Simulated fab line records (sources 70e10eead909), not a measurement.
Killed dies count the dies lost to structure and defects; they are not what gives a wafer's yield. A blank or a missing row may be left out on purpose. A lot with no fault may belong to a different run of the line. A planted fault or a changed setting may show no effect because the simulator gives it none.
The tool behind it: which one?    flow nand harc    Sampling: 12 lots, 34 wafers, 5 of 1302 route steps

== WHAT THE GAUGES SHOWED, per wafer ==
NHARC_END_SORT_01. Usual: killed at array 64, standard deviation 20; killed at other 0.7, standard deviation 1.1; killed at periphery 3.6, standard deviation 2.7; killed dies 68, standard deviation 20; killed open 2.8, standard deviation 1.9; killed short 2.3, standard deviation 1.5.
lot   measured      on         killed at array  killed at other  killed at periphery  killed dies  killed open  killed short  flag
L734  day 32 04:25  prober-02  61 668           0 0              2 8                  63 676       0 7          0 0           OFF
L738  day 33 19:16  prober-01  60 674           1 0              3 2                  64 676       3 3          5 2           OFF

== EACH LOT AND THE TOOL THAT RAN IT (in order: tool; ch and the chambers of the sampled wafers; start) ==
lot   NHARC_A_CHANNEL_HOLE_D1_STRIP_27               NHARC_A_CHANNEL_FILL_D1_ALD_02    NHARC_A_CHANNEL_FILL_D1_ETCHBACK_19  NHARC_A_CHANNEL_FILL_D1_ETCHBACK_20
L716  rie diel-13 ch 1,2,3, day 8 10:18 or earlier   ald hk-01 ch 1,2,3, day 8 10:18   rie si-05 ch 0,2,3, day 9 06:59      rie diel-07 ch 0,1,2, day 9 07:06
L717  rie diel-09 ch 0,1,2, day 9 16:08 or earlier   ald hk-01 ch 0,1,3, day 9 16:08   rie si-05 ch 0,1,2, day 10 18:03     rie diel-07 ch 0,1,3, day 10 18:13
L718  rie diel-13 ch 1,2,3, day 9 23:17 or earlier   ald hk-02 ch 1,2,3, day 9 23:17   rie si-03 ch 1,2,3, day 10 23:43     rie diel-10 ch 0,1,3, day 10 23:49
L720  rie diel-13 ch 0,1,2, day 10 18:10 or earlier  ald hk-03 ch 1,2,3, day 10 18:10  rie si-06 ch 0,2,3, day 11 19:44     rie diel-10 ch 2,3, day 11 19:52
L721  rie diel-13 ch 0,1,2, day 11 05:44 or earlier  ald hk-02 ch 0,2,3, day 11 05:44  rie si-06 ch 0,2,3, day 12 08:32     rie diel-07 ch 0,2,3, day 12 08:39
L723  rie diel-08 ch 0,2, day 11 22:49 or earlier    ald hk-01 ch 0,2, day 11 22:49    rie si-05 ch 2,3, day 13 00:49       rie diel-10 ch 0,2, day 13 00:55
L724  rie diel-13 ch 0,2,3, day 12 03:47 or earlier  ald hk-01 ch 1,2, day 12 03:47    rie si-05 ch 0,1,2, day 13 04:29     rie diel-07 ch 2,3, day 13 04:36
L725  rie diel-13 ch 0,3, day 12 14:56 or earlier    ald hk-01 ch 2,3, day 12 14:56    rie si-05 ch 0,1,2, day 13 16:04     rie diel-11 ch 0,1,3, day 13 16:11
L726  rie diel-13 ch 1,2,3, day 13 09:42 or earlier  ald hk-01 ch 0,2,3, day 13 09:42  rie si-06 ch 1,2,3, day 14 12:02     rie diel-10 ch 0,1, day 14 12:10
L729  rie diel-13 ch 0,2,3, day 14 02:04 or earlier  ald hk-01 ch 1,2,3, day 14 02:04  rie si-05 ch 0,3, day 15 01:51       rie diel-07 ch 0,1,2, day 15 01:59
L734  rie diel-13 ch 2,3, day 16 07:57 or earlier    ald hk-02 ch 0,3, day 16 07:57    rie si-05 ch 0,3, day 17 05:31       rie diel-10 ch 2, day 17 05:38
L738  rie diel-08 ch 0, day 17 21:11 or earlier      ald hk-01 ch 3, day 17 21:11      rie si-03 ch 1,3, day 18 21:39       rie diel-10 ch 2,3, day 18 21:44
- NHARC_A_CHANNEL_HOLE_D1_STRIP_27: strips in O2.
- NHARC_A_CHANNEL_FILL_D1_ALD_02: deposits SiO2, target thk 6 nm, pulse time 10 s, ald cycles 60.
- NHARC_A_CHANNEL_FILL_D1_ETCHBACK_19: etches the open film in HBr/Cl2, target depth 5 nm, time 1.7 s.
- NHARC_A_CHANNEL_FILL_D1_ETCHBACK_20: etches the open film in C4F8/O2/Ar, target depth 27 nm, time 13.5 s.

== AS READ BY THE TOOLS THEMSELVES (means over the sampled wafers that have a number; for cases with no such wafer, the mark the record gives instead) ==
NHARC_A_CHANNEL_HOLE_D1_STRIP_27. Usual: chamber pressure mTorr 59.99 mTorr, standard deviation 0.055; drypump motor current A 5.6 A, standard deviation 0.5; oes product au 0.994 a.u., standard deviation 0.011; rf vpp V 57.7 V, standard deviation 0.9; showerhead plenum p Torr 3.50 Torr, standard deviation 0.11; throttle valve pct 17.036 %, standard deviation 0.0092.
lot   tool         chamber pressure mTorr (mTorr)  drypump motor current A (A)  oes product au (a.u.)  rf vpp V (V)  showerhead plenum p Torr (Torr)  throttle valve pct (%)  flag
L716  rie diel-13  59.99                           5.7                          0.994                  57.8          3.47                             17.033                  
L717  rie diel-09  60.00                           5.4                          1.006                  57.7          3.66                             17.037                  
L718  rie diel-13  59.98                           5.6                          0.991                  57.5          3.46                             17.042                  
L720  rie diel-13  60.04                           5.8                          0.989                  57.5          3.50                             17.046                  
L721  rie diel-13  59.98                           5.8                          0.993                  57.7          3.50                             17.033                  
L723  rie diel-08  59.95                           5.3                          1.007                  57.7          3.40                             17.041                  
L724  rie diel-13  60.00                           5.3                          0.980                  58.2          3.52                             17.035                  
L725  rie diel-13  59.96                           5.4                          0.989                  57.1          3.57                             17.033                  
L726  rie diel-13  60.01                           5.6                          0.991                  56.7          3.46                             17.039                  
L729  rie diel-13  59.99                           5.3                          0.983                  57.4          3.52                             17.026                  
L734  rie diel-13  60.05                           5.2                          0.991                  56.9          3.47                             17.030                  
L738  rie diel-08  59.97                           5.0                          0.992                  58.0          3.28                             17.033                  

NHARC_A_CHANNEL_FILL_D1_ALD_02. Usual: heater power w 456 W, standard deviation 45; precursor pulse height rel 0.999, standard deviation 0.018; susceptor temp C 299.99 C, standard deviation 0.18.
lot   tool       heater power w (W)  precursor pulse height rel  susceptor temp C (C)  flag
L716  ald hk-01  434                 0.995                       300.10                
L717  ald hk-01  427                 0.996                       300.09                
L718  ald hk-02  501                 1.009                       299.94                
L720  ald hk-03  474                 1.014                       300.04                
L721  ald hk-02  491                 0.995                       -                     OFF
L723  ald hk-01  431                 0.994                       299.93                
L724  ald hk-01  479                 0.992                       299.85                
L725  ald hk-01  405                 0.990                       299.80                
L726  ald hk-01  409                 1.007                       300.16                
L729  ald hk-01  447                 1.011                       299.98                
L734  ald hk-02  497                 0.995                       299.94                
L738  ald hk-01  380                 1.002                       299.75                

NHARC_A_CHANNEL_FILL_D1_ETCHBACK_19. Usual: chamber pressure mTorr 15.001 mTorr, standard deviation 0.014; drypump motor current A 5.8 A, standard deviation 0.42; oes product au 1.003 a.u., standard deviation 0.014; throttle valve pct 26.406 %, standard deviation 0.0086.
lot   tool       chamber pressure mTorr (mTorr)  drypump motor current A (A)  oes product au (a.u.)  throttle valve pct (%)  flag
L716  rie si-05  15.005                          5.9                          1.002                  26.403                  
L717  rie si-05  15.003                          6.0                          1.009                  26.405                  
L718  rie si-03  15.007                          5.7                          1.007                  26.400                  
L720  rie si-06  14.994                          5.6                          0.999                  26.409                  
L721  rie si-06  15.002                          5.6                          0.988                  26.406                  
L723  rie si-05  15.000                          6.0                          1.013                  26.405                  
L724  rie si-05  15.008                          5.9                          1.015                  26.413                  
L725  rie si-05  15.012                          6.0                          1.007                  26.406                  
L726  rie si-06  14.999                          6.0                          1.003                  26.406                  
L729  rie si-05  15.001                          5.8                          1.014                  26.410                  
L734  rie si-05  15.004                          5.8                          1.008                  26.400                  
L738  rie si-03  15.009                          5.4                          1.002                  26.412                  

NHARC_A_CHANNEL_FILL_D1_ETCHBACK_20. Usual: chamber pressure mTorr 25.002 mTorr, standard deviation 0.023; oes product au 0.97 a.u., standard deviation 0.037; rf vpp V 979 V, standard deviation 4.3; run length s 34.8 s, standard deviation 0.52.
lot   tool         chamber pressure mTorr (mTorr)  oes product au (a.u.)  rf vpp V (V)  run length s (s)  flag
L716  rie diel-07  25.010                          1.01                   977           34.9              
L717  rie diel-07  25.016                          0.93                   977           34.8              
L718  rie diel-10  25.014                          0.99                   981           34.5              
L720  rie diel-10  25.001                          0.99                   977           34.9              
L721  rie diel-07  24.980                          1.00                   976           35.0              
L723  rie diel-10  24.990                          1.01                   979           34.8              
L724  rie diel-07  25.004                          0.97                   979           35.4              
L725  rie diel-11  25.008                          1.01                   983           34.7              
L726  rie diel-10  24.993                          1.01                   980           34.4              
L729  rie diel-07  24.991                          0.99                   976           35.0              
L734  rie diel-10  25.005                          0.93                   973           32.9              OFF
L738  rie diel-10  25.004                          1.02                   980           32.1              OFF

== THE ANSWER, worked out from the rows above alone ==
Rule: a lot is off if the mean of its wafers that have a number lies more than 3 standard deviations from the usual mean. A lot without any number at a reading at which 4 lots or more have one is off too. Any other lot the step has rows for is counted as sound. After the gauges, taken in route order, come the tools' own readings; for these a lot's mean is taken, as printed above. The first step at which some lot is off is used, and at that step the reading that is off furthest; a lot without a number counts as furthest.
Off, at NHARC_END_SORT_01 on killed at array: L734, L738. Neither off nor sound, because the step has no rows for them: L716, L717, L718, L720, L721, L723, L724, L725, L726, L729.
A tool fits if, at a process step before that reading, it ran every lot that is off, and no sound lot after the first of them. Not tried: the gauges at NHARC_END_SORT_01; whatever is off there is also off at NHARC_A_CHANNEL_FILL_D1_ETCHBACK_20, on other tools, and gauge error can't account for it. NHARC_A_CHANNEL_HOLE_D1_STRIP_27 gives no start for some lots, so the hours and the order of its lots are those of NHARC_A_CHANNEL_FILL_D1_ALD_02. One candidate fits, namely rie diel-10 at NHARC_A_CHANNEL_FILL_D1_ETCHBACK_20. It ran no sound lot before its first lot that is off in this sample, so the start can't be narrowed down.

== WHAT THE SIMULATOR PUT IN ==
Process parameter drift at NHARC_A_CHANNEL_FILL_D1_ETCHBACK_20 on rie diel-10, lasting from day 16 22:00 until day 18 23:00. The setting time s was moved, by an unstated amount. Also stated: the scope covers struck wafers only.
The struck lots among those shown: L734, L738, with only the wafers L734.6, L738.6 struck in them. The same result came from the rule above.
